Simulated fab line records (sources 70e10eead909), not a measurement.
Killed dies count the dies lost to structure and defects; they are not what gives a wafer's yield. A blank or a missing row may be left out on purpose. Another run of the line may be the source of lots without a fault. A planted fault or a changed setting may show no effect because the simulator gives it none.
What tool caused it?	flow nand_harc	36 wafers from 12 lots sampled at 6 of the route's 1302 steps

WHAT EACH GAUGE READ, for each wafer
NHARC_P_ZERO_WELL_CD_MEAS_24: the cd target is 720 nm. Usual: 720.2 nm for cd_nm, sd 2.2.
lot	measured	on	cd_nm (nm)	flag
L744	day 2 18:22	cd_sem-01	720.5 718.8 721.0	
L746	day 3 14:29	cd_sem-01	718.5 716.9 718.5	
L747	day 4 00:28	cd_sem-02	720.3 718.8 716.2	
L748	day 4 10:36	cd_sem-02	716.3 719.1 721.8	
L749	day 4 20:35	cd_sem-01	723.2 722.9 721.6	
L751	day 5 16:28	cd_sem-03	722.9 721.5 722.7	
L753	day 6 12:37	cd_sem-03	692.3 690.6 691.7 692.4 690.6 691.7	OFF
L756	day 7 18:29	cd_sem-02	719.9 718.6 716.8	
L760	day 9 10:40	cd_sem-01	719.1 716.6 719.2	
L762	day 10 07:15	cd_sem-02	721.4 720.9 722.4	
L763	day 10 17:23	cd_sem-03	723.1 723.9 722.8	
L765	day 11 12:43	cd_sem-03	721.0 720.2 722.5	

NHARC_P_STI_INSPECT_25. Usual: 224 for raw_defect_count, sd 88.
lot	measured	on	raw_defect_count	flag
L744	day 4 22:25	defect_inspect-02	237 188 169	
L746	day 6 01:39	defect_inspect-02	173 467 256	
L747	day 6 01:39	defect_inspect-01	378 318 286	
L748	day 6 21:33	defect_inspect-02	102 178 96	
L749	day 7 06:50	defect_inspect-02	205 153 219	
L751	day 8 00:17	defect_inspect-02	160 140 207	
L753	day 9 03:08	defect_inspect-01	147 133 139	
L756	day 9 22:56	defect_inspect-02	256 216 214	
L760	day 11 20:35	defect_inspect-02	187 133 208	
L762	day 12 09:29	defect_inspect-01	261 213 210	
L763	day 13 03:05	defect_inspect-01	340 350 327	
L765	day 13 20:35	defect_inspect-02	155 153 171	

NHARC_END_SORT_01. Usual: killed_at_array 46, standard deviation 15; killed_at_other 1.0, standard deviation 1.3; killed_at_periphery 4, standard deviation 3; killed_dies 51, standard deviation 15; killed_open 3.2, standard deviation 1.8; killed_short 2.5, standard deviation 1.5.
lot	measured	on	killed_at_array	killed_at_other	killed_at_periphery	killed_dies	killed_open	killed_short	flag
L746	day 27 00:22	prober-01	61 40 47	0 1 2	4 3 2	65 44 51	3 3 3	1 2 2	
L748	day 27 14:20	prober-02	46 44 44	0 0 0	2 2 0	48 46 44	6 4 3	0 1 2	
L749	day 28 06:41	prober-02	39 30 49	3 3 2	5 3 0	47 36 51	5 3 5	3 0 1	
L751	day 28 07:32	prober-01	85 57 73	1 1 3	10 6 3	96 64 79	3 3 2	4 4 1	
L753	day 29 18:56	prober-02	34 35 19	0 0 0	2 7 5	36 42 24	6 1 3	6 3 2	

WHAT TOOL EACH LOT RAN ON (gives the tool, then ch and the chambers of the sampled wafers, and finally the start)
lot	NHARC_P_ZERO_WELL_EXPOSE_21	NHARC_P_ZERO_WELL_DESCUM_26	NHARC_P_GATE_DESCUM_13
L744	krf_scanner-04 ch 0, day 2 18:12	rie_diel-04 ch 0,1,2, day 2 18:34	rie_diel-10 ch 0,3, day 5 06:55
L746	krf_scanner-01 ch 0, day 3 14:20	rie_diel-04 ch 0,1, day 3 14:40	rie_diel-08 ch 0,2, day 6 10:19
L747	krf_scanner-02 ch 0, day 4 00:18	rie_diel-02 ch 1,2, day 4 00:37	rie_diel-10 ch 1,2,3, day 6 10:09
L748	krf_scanner-04 ch 0, day 4 10:26	rie_diel-02 ch 0,1,3, day 4 10:47	rie_diel-10 ch 0,2,3, day 7 05:58
L749	krf_scanner-02 ch 0, day 4 20:25	rie_diel-02 ch 2,3, day 4 20:44	rie_diel-10 ch 0,2,3, day 7 16:47
L751	krf_scanner-01 ch 0, day 5 16:19	rie_diel-02 ch 0,2,3, day 5 16:37	rie_diel-08 ch 0,1,3, day 8 10:34
L753	krf_scanner-01 ch 0, day 6 12:28	rie_diel-13 ch 1,2,3, day 6 21:44	rie_diel-10 ch 0,1, day 9 12:20
L756	krf_scanner-01 ch 0, day 7 18:20	rie_diel-04 ch 1,3, day 7 18:40	rie_diel-10 ch 2,3, day 10 07:27
L760	krf_scanner-02 ch 0, day 9 10:31	rie_diel-13 ch 0,1,3, day 9 10:49	rie_diel-07 ch 0,1,3, day 12 05:01
L762	krf_scanner-04 ch 0, day 10 07:06	rie_diel-04 ch 0,2, day 10 07:26	rie_diel-07 ch 0,2, day 12 18:23
L763	krf_scanner-01 ch 0, day 10 17:14	rie_diel-02 ch 0,1,3, day 10 17:35	rie_diel-08 ch 0,1, day 13 11:35
L765	krf_scanner-01 ch 0, day 11 12:33	rie_diel-04 ch 1,2,3, day 11 12:52	rie_diel-10 ch 1,2,3, day 14 05:06
- NHARC_P_ZERO_WELL_EXPOSE_21: exposes mask P NWELL, target cd 720 nm.
- NHARC_P_ZERO_WELL_DESCUM_26: chemistry O2, time 3 s.
- NHARC_P_GATE_DESCUM_13: chemistry O2, time 3 s.

AS READ BY THE TOOLS THEMSELVES (means over the sampled wafers that have a number; for cases with no such wafer, the mark the record gives instead)
NHARC_P_ZERO_WELL_DESCUM_26. Usual: drypump_motor_current_A 5.5 A, standard deviation 0.46; oes_product_au 1.001 a.u., standard deviation 0.014; rf_vpp_V 57.8 V, standard deviation 0.89; showerhead_plenum_p_Torr 1.91 Torr, standard deviation 0.094; throttle_valve_pct 11.311 %, standard deviation 0.0092.
lot	tool	drypump_motor_current_A (A)	oes_product_au (a.u.)	rf_vpp_V (V)	showerhead_plenum_p_Torr (Torr)	throttle_valve_pct (%)	flag
L744	rie_diel-04	5.4	1.002	57.8	1.94	11.312	
L746	rie_diel-04	5.5	1.006	57.6	1.95	11.304	
L747	rie_diel-02	5.6	0.998	57.8	1.83	11.308	
L748	rie_diel-02	5.7	1.005	58.4	1.92	11.308	
L749	rie_diel-02	5.2	0.984	58.0	1.92	11.317	
L751	rie_diel-02	5.6	0.983	58.5	1.95	11.308	
L753	rie_diel-13	5.8	1.014	57.5	1.89	11.310	
L756	rie_diel-04	5.8	1.011	57.4	1.78	11.304	
L760	rie_diel-13	5.6	1.020	57.7	1.91	11.315	
L762	rie_diel-04	5.0	1.002	57.4	1.98	11.317	
L763	rie_diel-02	5.7	1.002	57.6	1.90	11.309	
L765	rie_diel-04	5.4	0.990	58.1	1.94	11.309	

NHARC_P_GATE_DESCUM_13. Usual: drypump_motor_current_A 5.9 A, standard deviation 0.34; oes_product_au 1.002 a.u., standard deviation 0.012; rf_vpp_V 57.5 V, standard deviation 0.93; showerhead_plenum_p_Torr 1.85 Torr, standard deviation 0.065; throttle_valve_pct 11.311 %, standard deviation 0.0092.
lot	tool	drypump_motor_current_A (A)	oes_product_au (a.u.)	rf_vpp_V (V)	showerhead_plenum_p_Torr (Torr)	throttle_valve_pct (%)	flag
L744	rie_diel-10	5.9	1.020	56.8	1.85	11.302	
L746	rie_diel-08	5.8	1.001	57.5	1.81	11.317	
L747	rie_diel-10	6.2	0.996	56.8	1.79	11.312	
L748	rie_diel-10	6.0	1.001	57.7	1.82	11.304	
L749	rie_diel-10	6.0	1.006	57.2	1.82	11.315	
L751	rie_diel-08	5.5	1.012	56.8	1.85	11.314	
L753	rie_diel-10	6.3	1.007	56.8	1.81	11.306	
L756	rie_diel-10	6.0	0.990	57.1	1.79	11.318	
L760	rie_diel-07	5.8	0.995	58.0	1.93	11.313	
L762	rie_diel-07	6.0	0.998	58.3	1.94	11.325	
L763	rie_diel-08	5.7	1.014	56.3	1.85	11.322	
L765	rie_diel-10	6.2	0.996	56.4	1.78	11.305	

THE ANSWER, worked out from the rows above alone
Rule: a lot is off if the mean of its wafers that have a number lies more than 3 standard deviations from the usual mean. Also off: a lot with no number at a reading for which 4 or more lots have one. Any other lot the step has rows for is counted as sound. First the gauges in route order, then the tools' own readings, where a lot's mean is used as printed above. The first step at which some lot is off is used, and at that step the reading that is off furthest; a lot without a number counts as furthest.
Off, at NHARC_P_ZERO_WELL_CD_MEAS_24 on cd_nm: L753.
A tool fits if, at a process step before that reading, it ran every lot that is off, and no sound lot after the first of them. The gauges at NHARC_P_ZERO_WELL_CD_MEAS_24 are tried like those tools. Not one of the candidates tried fits.

WHAT HAD BEEN PUT IN BY THE SIMULATOR
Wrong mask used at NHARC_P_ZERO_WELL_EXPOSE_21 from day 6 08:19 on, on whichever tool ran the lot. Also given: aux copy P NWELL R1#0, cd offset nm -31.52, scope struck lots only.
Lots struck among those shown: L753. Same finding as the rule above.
